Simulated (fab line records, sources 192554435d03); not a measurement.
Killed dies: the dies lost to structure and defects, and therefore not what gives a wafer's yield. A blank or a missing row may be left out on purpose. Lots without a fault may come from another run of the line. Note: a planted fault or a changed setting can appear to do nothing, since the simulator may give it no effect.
Split-lot experiment -- flow n5 finfet -- on a route of 1938 steps: 7 lots, 21 wafers read

ABOUT THE SPLIT
At N5_BEOL_M10_COAT_63 (time 60 s, resist thk 100 nm), the setting spin rpm was moved away from the recipe's 1500 rpm on 6 of the 21 wafers read, by -10.4% to +6.3%. For the rest of the wafers, this setting stayed at what the recipe calls for.

FROM THE SPLIT TO THE READING: what the file shows between them, 6 steps
- N5_BEOL_M10_COAT_64: time 60 s, resist thk 30 nm
- N5_BEOL_M10_COAT_22: resist thk 90 nm
- N5_BEOL_M10_DESCUM_33: chemistry O2, time 7.9 s
- N5_BEOL_M10_ETCH_65: etches SiARC in CF4, target depth 39 nm, time 65 s
- N5_BEOL_M10_ETCH_66: etches SOC in N2/H2, target depth 120 nm, overetch 24 nm, time 180 s
- N5_BEOL_M10_STRIP_69: strips in N2/H2

THE READING
SOC_of_BEOL_M10_COAT_63.thk nm (the simulator's own value, which no gauge read), in nm, at N5_BEOL_M10_VIA_ETCH_34 (etches SiCOH lowk in C4F6/O2, target depth 184.5 nm, time 69.2 s). The file does not state a usual value for it. Here, 15 wafers ran the recipe; their average is 92.0 nm with a standard deviation of 0.35 nm.

wafer,"tool, chamber at the split","spin rpm as run, rpm",against the recipe,"SOC_of_BEOL_M10_COAT_63.thk nm, nm",against lot-mates on the recipe
L080.1,"litho track-03, 0",1500,recipe,91.6,-
L080.3,"litho track-03, 0",1595,+6.3%,88.6,-2.9
L080.6,"litho track-03, 0",1500,recipe,91.4,-
L081.1,"litho track-03, 0",1344,-10.4%,97.8,no lot-mate on the recipe
L081.4,"litho track-03, 0",1344,-10.4%,97.4,no lot-mate on the recipe
L081.6,"litho track-03, 0",1344,-10.4%,97.2,no lot-mate on the recipe
L083.4,"litho track-05, 0",1423,-5.1%,94.8,+3.2
L083.5,"litho track-05, 0",1500,recipe,91.6,-
L083.6,"litho track-05, 0",1500,recipe,91.6,-
L082.2,"litho track-04, 0",1500,recipe,92.4,-
L082.4,"litho track-04, 0",1500,recipe,92.2,-
L082.5,"litho track-04, 0",1500,recipe,92.6,-
L089.2,"litho track-05, 0",1350,-10.0%,97.4,+5.3
L089.3,"litho track-05, 0",1500,recipe,92.2,-
L089.4,"litho track-05, 0",1500,recipe,92,-
L094.2,"litho track-03, 0",1500,recipe,92,-
L094.3,"litho track-03, 0",1500,recipe,91.8,-
L094.6,"litho track-03, 0",1500,recipe,91.6,-
L093.1,"litho track-05, 0",1500,recipe,92.4,-
L093.4,"litho track-05, 0",1500,recipe,92.2,-
L093.5,"litho track-05, 0",1500,recipe,92,-

FIT RESULTS
A straight line over all 21 wafers: SOC_of_BEOL_M10_COAT_63.thk nm changes by -0.532 nm for each +1% of spin rpm; r = -0.99; the points scatter about the line by 0.33 nm.
The same after taking each lot's own level away (the mean of its wafers on the recipe; 18 wafers): -0.525 nm for each +1%; r = -0.99; scatter 0.2 nm.
That fit puts the effect of the largest move of spin rpm on the reading at 5.5 nm.
Measured against the standard deviation above, the lots' own levels, which go from 91.50 to 92.40 nm, span 2.6 times it.
Hence the lot-to-lot level has little effect on the slope; both slopes agree.
Check: for one of the wafers moved furthest among these (-10.0%), held out of the fit, the line's prediction against its lot-mates is +5.3 nm. It came out at +5.3 nm against them.

FURTHER SPLITS ON THESE WAFERS
These wafers also went through other splits before the reading. Each is held against what the fit with the lots' levels taken away leaves over:
other split on the same wafers,wafers away from the commonest value,r with SOC_of_BEOL_M10_COAT_63.thk nm (lot level and that fit taken away)
N5_BEOL_M9_COAT_60 spin rpm,10,-0.10
N5_BEOL_M9_ETCH_66 bias w,6,+0.13
N5_BEOL_M9_TRENCH_ETCH_37 time s,7,-0.25
N5_BEOL_M10_DESCUM_16 time s,4,-0.31

THE WHOLE CHAIN: every reading that the file lists as answering this split, in the file's order
step,what it does,reading,change (the file's fit),r (the file's)
N5_BEOL_M10_COAT_63,"time 60 s, resist thk 100 nm","SOC_of_BEOL_M10_COAT_63.thk nm (the simulator's own value, which no gauge read)",-0.52 nm for each +1% of the setting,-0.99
N5_BEOL_M10_ETCH_66,"etches SOC in N2/H2, target depth 120 nm, overetch 24 nm, time 180 s","etch.depth nm (the simulator's own value, which no gauge read)",-0.519 nm for each +1% of the setting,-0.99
N5_BEOL_M10_VIA_ETCH_34,"etches SiCOH lowk in C4F6/O2, target depth 184.5 nm, time 69.2 s","SOC_of_BEOL_M10_COAT_63.thk nm (the simulator's own value, which no gauge read)",-0.527 nm for each +1% of the setting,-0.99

THE FILE'S OWN FIT
SOC_of_BEOL_M10_COAT_63.thk nm changes by -0.527 nm for each +1% of spin rpm, r = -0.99.
